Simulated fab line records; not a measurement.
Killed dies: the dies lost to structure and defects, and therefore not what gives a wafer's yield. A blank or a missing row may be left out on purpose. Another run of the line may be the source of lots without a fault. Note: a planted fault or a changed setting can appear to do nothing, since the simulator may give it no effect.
Which tool was responsible? / flow n5Finfet / Sampling: 24 lots, 72 wafers, 2 of 1938 route steps

== WHAT EACH GAUGE READ, for each wafer ==
N5_BEOL_M2_CD_MEAS_35: target cd 18 nm, target cd y 22.2 nm.
lot=L075; measured=day 7 00:26; on=cdSem-03; cdNm (nm)=18.3 17.9 17.9
lot=L074; measured=day 7 00:41; on=cdSem-02; cdNm (nm)=18.1 17.8 18.0
lot=L076; measured=day 7 05:50; on=cdSem-02; cdNm (nm)=18.3 18.7 18.5
lot=L077; measured=day 7 17:23; on=cdSem-03; cdNm (nm)=18.6 18.0 18.4
lot=L078; measured=day 7 20:46; on=cdSem-03; cdNm (nm)=18.1 17.6 18.2
lot=L079; measured=day 8 02:30; on=cdSem-02; cdNm (nm)=18.3 18.5 18.2
lot=L080; measured=day 8 10:01; on=cdSem-02; cdNm (nm)=18.2 17.9 17.9
lot=L081; measured=day 8 20:49; on=cdSem-03; cdNm (nm)=17.8 17.9 17.7
lot=L082; measured=day 9 00:22; on=cdSem-03; cdNm (nm)=18.4 17.7 18.1
lot=L083; measured=day 9 05:16; on=cdSem-02; cdNm (nm)=18.5 17.7 18.0
lot=L084; measured=day 9 09:37; on=cdSem-02; cdNm (nm)=17.7 18.3 18.1
lot=L085; measured=day 9 09:35; on=cdSem-03; cdNm (nm)=18.0 17.7 18.3
lot=L086; measured=day 10 05:05; on=cdSem-01; cdNm (nm)=18.0 18.1 18.2
lot=L088; measured=day 10 05:06; on=cdSem-03; cdNm (nm)=18.1 18.0 17.7
lot=L087; measured=day 10 05:07; on=cdSem-01; cdNm (nm)=18.0 18.6 18.0
lot=L089; measured=day 10 17:31; on=cdSem-01; cdNm (nm)=17.7 18.1 18.1
lot=L090; measured=day 10 18:01; on=cdSem-03; cdNm (nm)=17.9 18.5 17.7
lot=L091; measured=day 10 17:19; on=cdSem-02; cdNm (nm)=18.2 17.6 17.9
lot=L092; measured=day 11 02:45; on=cdSem-02; cdNm (nm)=18.4 18.7 18.3
lot=L093; measured=day 11 10:34; on=cdSem-03; cdNm (nm)=17.8 18.4 17.4
lot=L094; measured=day 11 10:59; on=cdSem-02; cdNm (nm)=17.0 18.0 18.0
lot=L095; measured=day 12 03:46; on=cdSem-02; cdNm (nm)=18.6 18.0 17.8
lot=L097; measured=day 12 17:40; on=cdSem-01; cdNm (nm)=18.3 18.3 18.3
lot=L096; measured=day 12 20:35; on=cdSem-03; cdNm (nm)=18.8 18.2 18.4

== EACH LOT AND THE TOOL THAT RAN IT (in order: tool; ch and the chambers of the sampled wafers; start) ==
lot=L075; N5_BEOL_M2_ETCH_77=rieDiel-02 ch 1,2,3, day 6 22:19
lot=L074; N5_BEOL_M2_ETCH_77=rieDiel-06 ch 0,2,3, day 6 23:31
lot=L076; N5_BEOL_M2_ETCH_77=rieDiel-06 ch 0,2, day 7 01:41
lot=L077; N5_BEOL_M2_ETCH_77=rieDiel-03 ch 0,1,3, day 7 15:06
lot=L078; N5_BEOL_M2_ETCH_77=rieDiel-02 ch 0,1,2, day 7 15:19
lot=L079; N5_BEOL_M2_ETCH_77=rieDiel-03 ch 1,2,3, day 7 18:17
lot=L080; N5_BEOL_M2_ETCH_77=rieDiel-06 ch 0,1,3, day 8 05:12
lot=L081; N5_BEOL_M2_ETCH_77=rieDiel-03 ch 1,3, day 8 13:22
lot=L082; N5_BEOL_M2_ETCH_77=rieDiel-03 ch 1,2, day 8 22:19
lot=L083; N5_BEOL_M2_ETCH_77=rieDiel-03 ch 0,2,3, day 8 22:34
lot=L084; N5_BEOL_M2_ETCH_77=rieDiel-02 ch 0,1,2, day 9 06:08
lot=L085; N5_BEOL_M2_ETCH_77=rieDiel-06 ch 0,2,3, day 9 06:38
lot=L086; N5_BEOL_M2_ETCH_77=rieDiel-02 ch 0,1,3, day 9 20:41
lot=L088; N5_BEOL_M2_ETCH_77=rieDiel-03 ch 0,3, day 9 23:41
lot=L087; N5_BEOL_M2_ETCH_77=rieDiel-02 ch 0,1,3, day 9 23:47
lot=L089; N5_BEOL_M2_ETCH_77=rieDiel-03 ch 0,1,3, day 10 06:46
lot=L090; N5_BEOL_M2_ETCH_77=rieDiel-06 ch 0,1,2, day 10 10:33
lot=L091; N5_BEOL_M2_ETCH_77=rieDiel-02 ch 0,2,3, day 10 15:41
lot=L092; N5_BEOL_M2_ETCH_77=rieDiel-03 ch 1,3, day 10 22:05
lot=L093; N5_BEOL_M2_ETCH_77=rieDiel-03 ch 0,1,3, day 11 04:49
lot=L094; N5_BEOL_M2_ETCH_77=rieDiel-06 ch 1,2,3, day 11 08:29
lot=L095; N5_BEOL_M2_ETCH_77=rieDiel-02 ch 1,3, day 11 17:40
lot=L097; N5_BEOL_M2_ETCH_77=rieDiel-06 ch 0,1,3, day 12 13:26
lot=L096; N5_BEOL_M2_ETCH_77=rieDiel-02 ch 1,2,3, day 12 19:28
- N5_BEOL_M2_ETCH_77: etches underlayer in N2/H2, target depth 6.5 nm, time 5.2 s.

== WHAT THE TOOLS THEMSELVES READ (means of the sampled wafers that have a number; where no wafer has one, the mark that the record gives instead) ==
N5_BEOL_M2_ETCH_77.
lot=L075; tool=rieDiel-02; drypumpMotorCurrentA (A)=5.62; etchRfOnTimeS (s)=5.11; oesProductAu (a.u.)=0.62; rfVppV (V)=522.9; showerheadPlenumPTorr (Torr)=2.55; throttleValvePct (%)=18.09
lot=L074; tool=rieDiel-06; drypumpMotorCurrentA (A)=5.78; etchRfOnTimeS (s)=5.13; oesProductAu (a.u.)=0.63; rfVppV (V)=523.4; showerheadPlenumPTorr (Torr)=2.50; throttleValvePct (%)=17.92
lot=L076; tool=rieDiel-06; drypumpMotorCurrentA (A)=6.12; etchRfOnTimeS (s)=5.09; oesProductAu (a.u.)=0.62; rfVppV (V)=521.9; showerheadPlenumPTorr (Torr)=2.49; throttleValvePct (%)=18.08
lot=L077; tool=rieDiel-03; drypumpMotorCurrentA (A)=5.60; etchRfOnTimeS (s)=5.17; oesProductAu (a.u.)=0.66; rfVppV (V)=525.4; showerheadPlenumPTorr (Torr)=2.60; throttleValvePct (%)=17.92
lot=L078; tool=rieDiel-02; drypumpMotorCurrentA (A)=5.62; etchRfOnTimeS (s)=5.23; oesProductAu (a.u.)=0.61; rfVppV (V)=523.0; showerheadPlenumPTorr (Torr)=2.55; throttleValvePct (%)=17.90
lot=L079; tool=rieDiel-03; drypumpMotorCurrentA (A)=5.80; etchRfOnTimeS (s)=5.19; oesProductAu (a.u.)=0.65; rfVppV (V)=526.0; showerheadPlenumPTorr (Torr)=2.62; throttleValvePct (%)=17.85
lot=L080; tool=rieDiel-06; drypumpMotorCurrentA (A)=5.49; etchRfOnTimeS (s)=5.22; oesProductAu (a.u.)=0.62; rfVppV (V)=523.4; showerheadPlenumPTorr (Torr)=2.54; throttleValvePct (%)=17.96
lot=L081; tool=rieDiel-03; drypumpMotorCurrentA (A)=5.72; etchRfOnTimeS (s)=5.16; oesProductAu (a.u.)=0.69; rfVppV (V)=526.3; showerheadPlenumPTorr (Torr)=2.67; throttleValvePct (%)=17.82
lot=L082; tool=rieDiel-03; drypumpMotorCurrentA (A)=5.87; etchRfOnTimeS (s)=5.24; oesProductAu (a.u.)=0.60; rfVppV (V)=524.2; showerheadPlenumPTorr (Torr)=2.55; throttleValvePct (%)=17.87
lot=L083; tool=rieDiel-03; drypumpMotorCurrentA (A)=5.87; etchRfOnTimeS (s)=5.19; oesProductAu (a.u.)=0.67; rfVppV (V)=524.8; showerheadPlenumPTorr (Torr)=2.55; throttleValvePct (%)=17.92
lot=L084; tool=rieDiel-02; drypumpMotorCurrentA (A)=5.60; etchRfOnTimeS (s)=5.21; oesProductAu (a.u.)=0.60; rfVppV (V)=525.1; showerheadPlenumPTorr (Torr)=2.54; throttleValvePct (%)=17.92
lot=L085; tool=rieDiel-06; drypumpMotorCurrentA (A)=5.76; etchRfOnTimeS (s)=5.19; oesProductAu (a.u.)=0.69; rfVppV (V)=524.4; showerheadPlenumPTorr (Torr)=2.60; throttleValvePct (%)=17.77
lot=L086; tool=rieDiel-02; drypumpMotorCurrentA (A)=5.68; etchRfOnTimeS (s)=5.28; oesProductAu (a.u.)=0.60; rfVppV (V)=523.2; showerheadPlenumPTorr (Torr)=2.54; throttleValvePct (%)=18.08
lot=L088; tool=rieDiel-03; drypumpMotorCurrentA (A)=5.80; etchRfOnTimeS (s)=5.27; oesProductAu (a.u.)=0.70; rfVppV (V)=526.2; showerheadPlenumPTorr (Torr)=2.61; throttleValvePct (%)=17.91
lot=L087; tool=rieDiel-02; drypumpMotorCurrentA (A)=5.67; etchRfOnTimeS (s)=5.23; oesProductAu (a.u.)=0.60; rfVppV (V)=524.4; showerheadPlenumPTorr (Torr)=2.54; throttleValvePct (%)=18.07
lot=L089; tool=rieDiel-03; drypumpMotorCurrentA (A)=5.60; etchRfOnTimeS (s)=5.13; oesProductAu (a.u.)=0.65; rfVppV (V)=524.5; showerheadPlenumPTorr (Torr)=2.59; throttleValvePct (%)=17.97
lot=L090; tool=rieDiel-06; drypumpMotorCurrentA (A)=5.83; etchRfOnTimeS (s)=5.17; oesProductAu (a.u.)=0.67; rfVppV (V)=526.2; showerheadPlenumPTorr (Torr)=2.63; throttleValvePct (%)=17.98
lot=L091; tool=rieDiel-02; drypumpMotorCurrentA (A)=5.52; etchRfOnTimeS (s)=5.21; oesProductAu (a.u.)=0.59; rfVppV (V)=522.0; showerheadPlenumPTorr (Torr)=2.50; throttleValvePct (%)=17.99
lot=L092; tool=rieDiel-03; drypumpMotorCurrentA (A)=5.71; etchRfOnTimeS (s)=5.19; oesProductAu (a.u.)=0.67; rfVppV (V)=526.7; showerheadPlenumPTorr (Torr)=2.66; throttleValvePct (%)=17.85
lot=L093; tool=rieDiel-03; drypumpMotorCurrentA (A)=5.56; etchRfOnTimeS (s)=5.17; oesProductAu (a.u.)=0.65; rfVppV (V)=525.7; showerheadPlenumPTorr (Torr)=2.59; throttleValvePct (%)=17.98
lot=L094; tool=rieDiel-06; drypumpMotorCurrentA (A)=5.66; etchRfOnTimeS (s)=5.24; oesProductAu (a.u.)=0.66; rfVppV (V)=523.9; showerheadPlenumPTorr (Torr)=2.55; throttleValvePct (%)=17.87
lot=L095; tool=rieDiel-02; drypumpMotorCurrentA (A)=5.78; etchRfOnTimeS (s)=5.20; oesProductAu (a.u.)=0.60; rfVppV (V)=525.2; showerheadPlenumPTorr (Torr)=2.57; throttleValvePct (%)=18.25
lot=L097; tool=rieDiel-06; drypumpMotorCurrentA (A)=5.50; etchRfOnTimeS (s)=5.25; oesProductAu (a.u.)=0.60; rfVppV (V)=524.3; showerheadPlenumPTorr (Torr)=2.52; throttleValvePct (%)=18.04
lot=L096; tool=rieDiel-02; drypumpMotorCurrentA (A)=5.62; etchRfOnTimeS (s)=5.08; oesProductAu (a.u.)=0.68; rfVppV (V)=523.6; showerheadPlenumPTorr (Torr)=2.53; throttleValvePct (%)=18.02

== THE ANSWER, worked out from the rows above alone ==
Rule: what is usual is taken from the lots themselves. Put in order of their means at a reading, lots are off if they are a third of the lots or fewer, leave a main group of 4 or more, and stand apart from it by a gap of 3 or more times the standard deviation of the main group's means; of several such gaps the widest counts. The tables above print the reading to a certain number of digits; a main group whose means all agree to those digits is not used. Also off: a lot with no number at a reading for which 4 or more lots have one. Where the step has rows for the other lots, those lots are counted as sound. After the gauges, taken in route order, come the tools' own readings; for these a lot's mean is taken, as printed above. At the first step where some lot is off, the reading lying furthest off is the one used; lots without a number count as furthest.
No lot is off on any of the readings shown, so nothing can be concluded from this.

== WHAT WAS PUT IN BY THE SIMULATOR ==
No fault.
